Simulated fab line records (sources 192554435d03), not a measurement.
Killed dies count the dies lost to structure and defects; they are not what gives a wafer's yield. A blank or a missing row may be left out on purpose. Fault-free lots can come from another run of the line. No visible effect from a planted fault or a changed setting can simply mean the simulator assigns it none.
Chamber matching :: flow n5 finfet :: cmp-04 running N5_BEOL_M10_CMP_52: 4 sister chambers
The step polishes, stops on SiCOH lowk, t overpolish 7 s, target thk 140 nm. 4 wafers are shown with their chamber, then 11 later ones without.

WAFERS, EACH WITH ITS CHAMBER
wafer: L082.4
chamber: 0
motor current A (A): 6.2

wafer: L082.3
chamber: 3
motor current A (A): 7.0

wafer: L082.6
chamber: 2
motor current A (A): 5.7

wafer: L086.1
chamber: 1
motor current A (A): 6.4

WAFERS WITHOUT THEIR CHAMBER
wafer: L086.2
motor current A (A): 6.8

wafer: L086.4
motor current A (A): 5.6

wafer: L088.1
motor current A (A): 5.9

wafer: L088.2
motor current A (A): 7.0

wafer: L088.4
motor current A (A): 6.4

wafer: L093.1
motor current A (A): 5.8

wafer: L093.5
motor current A (A): 7.2

wafer: L093.6
motor current A (A): 5.8

wafer: L096.2
motor current A (A): 5.8

wafer: L096.3
motor current A (A): 5.7

wafer: L096.4
motor current A (A): 6.4

WHICH CHAMBER EACH WENT THROUGH
wafer: L086.2
from the rows above: can't be placed: 3 or 1
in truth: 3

wafer: L086.4
from the rows above: 2
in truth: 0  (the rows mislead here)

wafer: L088.1
from the rows above: can't be placed: 2 or 0
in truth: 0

wafer: L088.2
from the rows above: 3
in truth: 3

wafer: L088.4
from the rows above: can't be placed: 1 or 0
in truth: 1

wafer: L093.1
from the rows above: 2
in truth: 2

wafer: L093.5
from the rows above: 3
in truth: 3

wafer: L093.6
from the rows above: 2
in truth: 2

wafer: L096.2
from the rows above: 2
in truth: 2

wafer: L096.3
from the rows above: 2
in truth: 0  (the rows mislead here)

wafer: L096.4
from the rows above: can't be placed: 1 or 0
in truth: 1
Correct placement for 5 of the 11. Can't be placed from these rows: 4 (the true chamber is among the candidates in 4). 2 placed wrongly.
How it was worked out, from the rows above alone: a wafer's distance from a chamber is the root of the sum, over the readings, of the square of ((its reading less the chamber's mean) divided by the reading's scatter). The wafer belongs to the nearest chamber; if the next one is less than 2 further off, it can't be placed. Each chamber's mean is taken over the wafers shown for it. The scatter: with one shown wafer a chamber, the root of the mean of the squares of how far each hidden wafer lies from its nearest shown one.
